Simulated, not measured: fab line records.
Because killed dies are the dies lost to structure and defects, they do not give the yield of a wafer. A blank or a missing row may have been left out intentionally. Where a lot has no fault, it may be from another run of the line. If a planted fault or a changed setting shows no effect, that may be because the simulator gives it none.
Which tool was responsible?	flow nand-harc	Sampling: 22 lots, 66 wafers, 6 of 1159 route steps

## WHAT THE GAUGES READ, wafer by wafer
No reading from a measuring or inspecting step in the record can be judged against a usual standard deviation.

## WHAT TOOL EACH LOT RAN ON (gives the tool, then ch and the chambers of the sampled wafers, and finally the start)
lot	NHARC_A_STAIRCASE_ETCH_221	NHARC_A_STAIRCASE_TRIM_224	NHARC_A_STAIRCASE_ETCH_236	NHARC_A_STAIRCASE_HM_OPEN_460	NHARC_A_STAIRCASE_ETCH_452	NHARC_A_STAIRCASE_HM_OPEN_463
L074	rie-diel-12 ch 1,2,3, no start	rie-diel-12 ch 0,2,3, no start	rie-diel-06 ch 0,2,3, no start	rie-diel-12 ch 0,1, no start	rie-diel-12 ch 0,2,3, no start	rie-diel-12 ch 0,1,2, no start
L075	rie-diel-06 ch 0,1,2, no start	rie-diel-06 ch 0,1,2, no start	rie-diel-06 ch 0,1,3, no start	rie-diel-08 ch 1,3, no start	rie-diel-08 ch 1,2,3, no start	rie-diel-08 ch 0,1, no start
L077	rie-diel-08 ch 1,2,3, no start	rie-diel-08 ch 0,1,3, no start	rie-diel-12 ch 0,1,2, no start	rie-diel-06 ch 0,1,3, no start	rie-diel-06 ch 0,1,2, no start	rie-diel-12 ch 0,1,2, no start
L078	rie-diel-06 ch 1,2,3, no start	rie-diel-06 ch 0,1,3, no start	rie-diel-06 ch 0,1,2, no start	rie-diel-08 ch 0,2, no start	rie-diel-08 ch 0,3, no start	rie-diel-12 ch 1,2, no start
L081	rie-diel-08 ch 0,1,2, no start	rie-diel-08 ch 0,1,2, no start	rie-diel-08 ch 0,1,2, no start	rie-diel-12 ch 0,1,3, no start	rie-diel-12 ch 2,3, no start	rie-diel-08 ch 2,3, no start
L080	rie-diel-06 ch 1,3, day 13 02:25 or earlier	rie-diel-06 ch 0,1,3, day 13 02:25 or earlier	rie-diel-06 ch 1,3, day 13 02:25 or earlier	rie-diel-12 ch 0,2, day 13 02:25 or earlier	rie-diel-08 ch 0,2,3, day 13 02:25	rie-diel-06 ch 0,1, no start
L079	rie-diel-12 ch 1,2, no start	rie-diel-12 ch 1,2,3, no start	rie-diel-08 ch 0,1, no start	rie-diel-12 ch 0,1, no start	rie-diel-12 ch 2,3, no start	rie-diel-06 ch 0,1,3, no start
L082	rie-diel-08 ch 0,2, no start	rie-diel-08 ch 0,1, no start	rie-diel-06 ch 0,2,3, no start	rie-diel-06 ch 0,1, no start	rie-diel-06 ch 0,1, no start	rie-diel-06 ch 0,2, no start
L083	rie-diel-08 ch 0,1, no start	rie-diel-08 ch 0,3, no start	rie-diel-06 ch 0,1,3, no start	rie-diel-08 ch 1,2,3, no start	rie-diel-08 ch 0,2,3, no start	rie-diel-08 ch 2,3, no start
L084	rie-diel-06 ch 2,3, no start	rie-diel-06 ch 0,1,2, no start	rie-diel-12 ch 0,2,3, no start	rie-diel-12 ch 0,2,3, no start	rie-diel-12 ch 2,3, no start	rie-diel-12 ch 2,3, no start
L086	rie-diel-06 ch 2,3, no start	rie-diel-06 ch 0,1,2, no start	rie-diel-06 ch 0,3, no start	rie-diel-12 ch 0,1, no start	rie-diel-12 ch 0,1, no start	rie-diel-06 ch 0,1,2, no start
L085	rie-diel-12 ch 1,2,3, no start	rie-diel-12 ch 1,2, no start	rie-diel-06 ch 1,3, no start	rie-diel-08 ch 0,1,2, no start	rie-diel-08 ch 1,3, no start	rie-diel-06 ch 1,2,3, no start
L088	rie-diel-08 ch 0,1,2, no start	rie-diel-08 ch 0,1,3, no start	rie-diel-06 ch 1,3, no start	rie-diel-06 ch 0,1, no start	rie-diel-06 ch 0,1,2, no start	rie-diel-08 ch 1,3, no start
L089	rie-diel-08 ch 1,2,3, no start	rie-diel-08 ch 0,1,3, no start	rie-diel-08 ch 0,1,3, no start	rie-diel-12 ch 0,1,3, no start	rie-diel-12 ch 0,2,3, no start	rie-diel-12 ch 0,2,3, no start
L090	rie-diel-12 ch 2,3, no start	rie-diel-12 ch 1,2, no start	rie-diel-12 ch 1,2, no start	rie-diel-12 ch 0,2,3, no start	rie-diel-12 ch 1,2, no start	rie-diel-06 ch 0,1,2, no start
L091	rie-diel-12 ch 0,1,3, no start	rie-diel-12 ch 1,2, no start	rie-diel-08 ch 0,1, no start	rie-diel-12 ch 0,1,3, no start	rie-diel-12 ch 2,3, no start	rie-diel-12 ch 0,1,3, no start
L093	rie-diel-06 ch 0,2,3, no start	rie-diel-06 ch 0,1,3, no start	rie-diel-06 ch 0,2,3, no start	rie-diel-08 ch 0,3, no start	rie-diel-08 ch 0,2,3, no start	rie-diel-12 ch 2,3, no start
L092	rie-diel-08 ch 0,2,3, no start	rie-diel-08 ch 0,1, no start	rie-diel-08 ch 0,2,3, no start	rie-diel-08 ch 0,1,3, no start	rie-diel-08 ch 2,3, no start	rie-diel-08 ch 1,2,3, no start
L094	rie-diel-06 ch 0,1,2, no start	rie-diel-06 ch 0,1, no start	rie-diel-06 ch 0,2,3, no start	rie-diel-06 ch 0,1,3, no start	rie-diel-06 ch 1,2,3, no start	rie-diel-06 ch 0,1,2, no start
L095	rie-diel-12 ch 0,1,3, no start	rie-diel-12 ch 2,3, no start	rie-diel-12 ch 0,1,2, no start	rie-diel-06 ch 2,3, no start	rie-diel-06 ch 1,3, no start	rie-diel-12 ch 0,1,3, no start
L096	rie-diel-06 ch 0,1,2, no start	rie-diel-06 ch 0,1,3, no start	rie-diel-06 ch 0,1,3, no start	rie-diel-12 ch 2,3, no start	rie-diel-12 ch 0,1,2, no start	rie-diel-06 ch 0,2,3, no start
L097	rie-diel-08 ch 1,2,3, no start	rie-diel-08 ch 0,1,2, no start	rie-diel-08 ch 1,2,3, no start	rie-diel-08 ch 1,2,3, no start	rie-diel-08 ch 0,1,2, no start	rie-diel-08 ch 0,1,2, no start
- NHARC_A_STAIRCASE_ETCH_221: etches the open film in C4F8/O2, target depth 100 nm, time 40.5 s.
- NHARC_A_STAIRCASE_TRIM_224: chemistry O2, time 211.2 s.
- NHARC_A_STAIRCASE_ETCH_236: etches the open film in C4F8/O2, target depth 100 nm, time 40.5 s.
- NHARC_A_STAIRCASE_HM_OPEN_460: chemistry O2/COS.
- NHARC_A_STAIRCASE_ETCH_452: etches the open film in CF4/O2, target depth 30 nm, overetch 3 nm, time 16.5 s.
- NHARC_A_STAIRCASE_HM_OPEN_463: chemistry O2/COS.

## WHAT THE TOOLS THEMSELVES READ (means of the sampled wafers that have a number; where no wafer has one, the mark that the record gives instead)
NHARC_A_STAIRCASE_ETCH_221. Usual: oes-product-au 0.942 a.u., standard deviation 0.012; rf-vpp-V 896 V, standard deviation 5.9.
lot	tool	oes-product-au (a.u.)	rf-vpp-V (V)	flag
L074	rie-diel-12	0.957	894	
L075	rie-diel-06	0.929	896	
L077	rie-diel-08	0.956	891	
L078	rie-diel-06	0.940	899	
L081	rie-diel-08	0.958	895	
L080	rie-diel-06	0.937	898	
L079	rie-diel-12	0.956	892	
L082	rie-diel-08	0.947	891	
L083	rie-diel-08	0.932	900	
L084	rie-diel-06	0.930	904	
L086	rie-diel-06	0.952	904	
L085	rie-diel-12	0.942	894	
L088	rie-diel-08	0.933	893	
L089	rie-diel-08	0.942	891	
L090	rie-diel-12	0.953	892	
L091	rie-diel-12	0.937	898	
L093	rie-diel-06	0.954	901	
L092	rie-diel-08	0.949	892	
L094	rie-diel-06	0.949	895	
L095	rie-diel-12	0.930	898	
L096	rie-diel-06	0.941	896	
L097	rie-diel-08	0.934	889	

NHARC_A_STAIRCASE_TRIM_224. Usual: drypump-motor-current-A 5.7 A, standard deviation 0.4; oes-product-au 1.001 a.u., standard deviation 0.008; rf-vpp-V 57.8 V, standard deviation 0.94; showerhead-plenum-p-Torr 3.52 Torr, standard deviation 0.16; throttle-valve-pct 17.036 %, standard deviation 0.0089.
lot	tool	drypump-motor-current-A (A)	oes-product-au (a.u.)	rf-vpp-V (V)	showerhead-plenum-p-Torr (Torr)	throttle-valve-pct (%)	flag
L074	rie-diel-12	5.7	1.006	57.8	3.55	17.035	
L075	rie-diel-06	5.9	0.990	57.8	3.53	17.036	
L077	rie-diel-08	5.6	1.001	58.0	3.51	17.042	
L078	rie-diel-06	5.8	0.999	57.1	3.55	17.038	
L081	rie-diel-08	5.8	1.012	57.4	3.49	17.031	
L080	rie-diel-06	5.8	1.008	57.8	3.55	17.027	
L079	rie-diel-12	5.6	1.001	58.3	3.46	17.044	
L082	rie-diel-08	5.9	1.000	58.0	3.56	17.048	
L083	rie-diel-08	5.3	1.008	56.9	3.44	17.043	
L084	rie-diel-06	5.9	1.001	58.5	3.52	17.038	
L086	rie-diel-06	5.9	0.991	57.0	3.52	17.034	
L085	rie-diel-12	5.7	1.000	58.1	3.44	17.036	
L088	rie-diel-08	5.6	0.994	57.5	3.50	17.040	
L089	rie-diel-08	5.6	1.006	57.4	3.50	17.038	
L090	rie-diel-12	5.5	1.004	56.9	3.40	17.025	
L091	rie-diel-12	5.7	1.006	57.2	3.44	17.033	
L093	rie-diel-06	5.8	0.993	58.3	3.54	17.045	
L092	rie-diel-08	5.9	1.002	57.6	3.60	17.041	
L094	rie-diel-06	5.9	1.001	57.9	3.47	17.047	
L095	rie-diel-12	5.4	1.002	57.7	3.41	17.036	
L096	rie-diel-06	5.9	0.994	57.1	3.53	17.033	
L097	rie-diel-08	5.8	0.996	57.3	3.48	17.042	

NHARC_A_STAIRCASE_ETCH_236. Usual: oes-product-au 0.943 a.u., standard deviation 0.009; rf-vpp-V 896 V, standard deviation 6.1.
lot	tool	oes-product-au (a.u.)	rf-vpp-V (V)	flag
L074	rie-diel-06	0.941	901	
L075	rie-diel-06	0.942	897	
L077	rie-diel-12	0.941	896	
L078	rie-diel-06	0.948	896	
L081	rie-diel-08	0.957	895	
L080	rie-diel-06	0.945	893	
L079	rie-diel-08	0.945	898	
L082	rie-diel-06	0.942	902	
L083	rie-diel-06	0.945	896	
L084	rie-diel-12	0.935	896	
L086	rie-diel-06	0.944	903	
L085	rie-diel-06	0.951	892	
L088	rie-diel-06	0.950	893	
L089	rie-diel-08	0.947	895	
L090	rie-diel-12	0.933	891	
L091	rie-diel-08	0.928	898	
L093	rie-diel-06	0.956	902	
L092	rie-diel-08	0.946	893	
L094	rie-diel-06	0.943	900	
L095	rie-diel-12	0.946	895	
L096	rie-diel-06	0.935	896	
L097	rie-diel-08	0.952	890	

NHARC_A_STAIRCASE_HM_OPEN_460. Usual: drypump-motor-current-A 5.7 A, standard deviation 0.41; oes-product-au 1.001 a.u., standard deviation 0.0078; rf-vpp-V 466.6 V, standard deviation 2.9; showerhead-plenum-p-Torr 3.10 Torr, standard deviation 0.13; throttle-valve-pct 28.330 %, standard deviation 0.009.
lot	tool	drypump-motor-current-A (A)	oes-product-au (a.u.)	rf-vpp-V (V)	showerhead-plenum-p-Torr (Torr)	throttle-valve-pct (%)	flag
L074	rie-diel-12	6.0	1.003	467.7	3.15	28.343	
L075	rie-diel-08	5.2	0.999	465.4	3.01	28.330	
L077	rie-diel-06	5.8	0.992	466.7	3.15	28.325	
L078	rie-diel-08	5.8	1.002	464.7	3.03	28.327	
L081	rie-diel-12	5.9	1.011	468.6	3.16	28.337	
L080	rie-diel-12	5.4	1.000	466.3	3.08	28.322	
L079	rie-diel-12	6.0	1.004	467.4	3.14	28.337	
L082	rie-diel-06	6.1	0.995	464.3	3.00	28.324	
L083	rie-diel-08	5.5	1.004	464.3	3.00	28.326	
L084	rie-diel-12	5.6	1.002	466.9	3.12	28.338	
L086	rie-diel-12	6.0	1.001	467.6	3.14	28.336	
L085	rie-diel-08	5.8	1.006	465.9	3.08	28.339	
L088	rie-diel-06	6.1	1.002	463.7	3.00	28.332	
L089	rie-diel-12	5.9	0.999	467.8	3.15	28.335	
L090	rie-diel-12	5.7	1.006	466.3	3.12	28.326	
L091	rie-diel-12	5.9	1.005	468.8	3.15	28.329	
L093	rie-diel-08	5.6	0.996	468.0	3.13	28.324	
L092	rie-diel-08	5.6	1.000	465.5	3.09	28.334	
L094	rie-diel-06	5.8	0.992	467.6	3.13	28.333	
L095	rie-diel-06	5.7	1.003	470.7	3.28	28.337	
L096	rie-diel-12	5.3	0.999	464.6	3.02	28.334	
L097	rie-diel-08	5.5	1.005	464.1	2.98	28.326	

NHARC_A_STAIRCASE_ETCH_452. Usual: drypump-motor-current-A 5.7 A, standard deviation 0.4; oes_o_777_au 1.001 a.u., standard deviation 0.0047; oes-product-au 1.000 a.u., standard deviation 0.0077; rf-vpp-V 197.4 V, standard deviation 1.4; showerhead-plenum-p-Torr 1.32 Torr, standard deviation 0.057; throttle-valve-pct 13.397 %, standard deviation 0.0096.
lot	tool	drypump-motor-current-A (A)	oes_o_777_au (a.u.)	oes-product-au (a.u.)	rf-vpp-V (V)	showerhead-plenum-p-Torr (Torr)	throttle-valve-pct (%)	flag
L074	rie-diel-12	5.6	1.003	1.008	198.0	1.34	13.390	
L075	rie-diel-08	5.5	1.005	1.003	197.1	1.28	13.394	
L077	rie-diel-06	5.9	0.999	0.995	198.2	1.33	13.405	
L078	rie-diel-08	5.3	0.995	1.011	195.8	1.30	13.401	
L081	rie-diel-12	5.3	1.005	1.000	197.1	1.30	13.394	
L080	rie-diel-08	5.5	0.997	1.007	196.7	1.30	13.396	
L079	rie-diel-12	5.3	1.000	1.001	197.5	1.30	13.392	
L082	rie-diel-06	6.1	1.000	0.992	196.5	1.28	13.388	
L083	rie-diel-08	5.5	1.003	1.002	196.9	1.30	13.397	
L084	rie-diel-12	5.5	1.001	0.995	196.6	1.31	13.408	
L086	rie-diel-12	6.1	0.999	1.001	198.9	1.37	13.390	
L085	rie-diel-08	5.4	0.999	0.996	197.1	1.31	13.392	
L088	rie-diel-06	5.9	1.001	1.003	197.5	1.33	13.400	
L089	rie-diel-12	5.7	0.999	1.000	197.3	1.33	13.395	
L090	rie-diel-12	5.4	1.000	1.000	197.2	1.28	13.394	
L091	rie-diel-12	5.4	0.999	0.994	196.6	1.29	13.397	
L093	rie-diel-08	5.5	1.006	0.998	196.7	1.29	13.401	
L092	rie-diel-08	5.1	0.997	1.004	197.2	1.25	13.398	
L094	rie-diel-06	5.9	0.999	0.999	198.3	1.35	13.399	
L095	rie-diel-06	5.8	1.000	0.992	199.1	1.36	13.403	
L096	rie-diel-12	5.7	0.997	1.001	197.3	1.32	13.403	
L097	rie-diel-08	5.8	1.000	1.008	197.9	1.31	13.398	

NHARC_A_STAIRCASE_HM_OPEN_463. Usual: drypump-motor-current-A 5.8 A, standard deviation 0.38; oes-product-au 1.001 a.u., standard deviation 0.0082; rf-vpp-V 467 V, standard deviation 3; showerhead-plenum-p-Torr 3.11 Torr, standard deviation 0.14; throttle-valve-pct 28.329 %, standard deviation 0.0093.
lot	tool	drypump-motor-current-A (A)	oes-product-au (a.u.)	rf-vpp-V (V)	showerhead-plenum-p-Torr (Torr)	throttle-valve-pct (%)	flag
L074	rie-diel-12	5.8	1.002	466	3.12	28.319	
L075	rie-diel-08	5.9	0.992	468	3.16	28.330	
L077	rie-diel-12	5.8	0.997	467	3.11	28.333	
L078	rie-diel-12	5.5	0.996	464	3.02	28.336	
L081	rie-diel-08	5.4	1.018	464	2.94	28.336	
L080	rie-diel-06	6.2	0.995	464	3.00	28.322	
L079	rie-diel-06	5.9	1.000	468	3.14	28.328	
L082	rie-diel-06	5.7	0.993	469	3.23	28.332	
L083	rie-diel-08	5.4	1.004	464	2.93	28.330	
L084	rie-diel-12	5.5	1.012	466	3.07	28.330	
L086	rie-diel-06	6.0	1.001	467	3.12	28.325	
L085	rie-diel-06	5.9	0.994	468	3.17	28.326	
L088	rie-diel-08	5.2	1.002	464	3.00	28.324	
L089	rie-diel-12	5.7	0.997	467	3.12	28.328	
L090	rie-diel-06	5.9	0.987	467	3.11	28.328	
L091	rie-diel-12	6.0	1.004	467	3.15	28.338	
L093	rie-diel-12	5.4	1.003	465	3.02	28.326	
L092	rie-diel-08	5.5	1.011	465	2.98	28.329	
L094	rie-diel-06	5.9	0.990	467	3.11	28.324	
L095	rie-diel-12	5.9	0.999	468	3.14	28.326	
L096	rie-diel-06	5.7	0.995	470	3.24	28.326	
L097	rie-diel-08	5.8	1.010	466	3.07	28.334	

## THE ANSWER, worked out from the rows above alone
Rule: a lot counts as off when the mean over its wafers that have a number is more than 3 standard deviations away from the usual mean. A lot without any number at a reading at which 4 lots or more have one is off too. Where the step has rows for the other lots, those lots are counted as sound. The gauges are gone through in route order, then the tools' own readings, and for those a lot's mean is taken as printed above. The first step at which some lot is off is used, and at that step the reading that is off furthest; a lot without a number counts as furthest.
No lot is off on any of the readings shown, so nothing can be concluded from this.

## WHAT HAD BEEN PUT IN BY THE SIMULATOR
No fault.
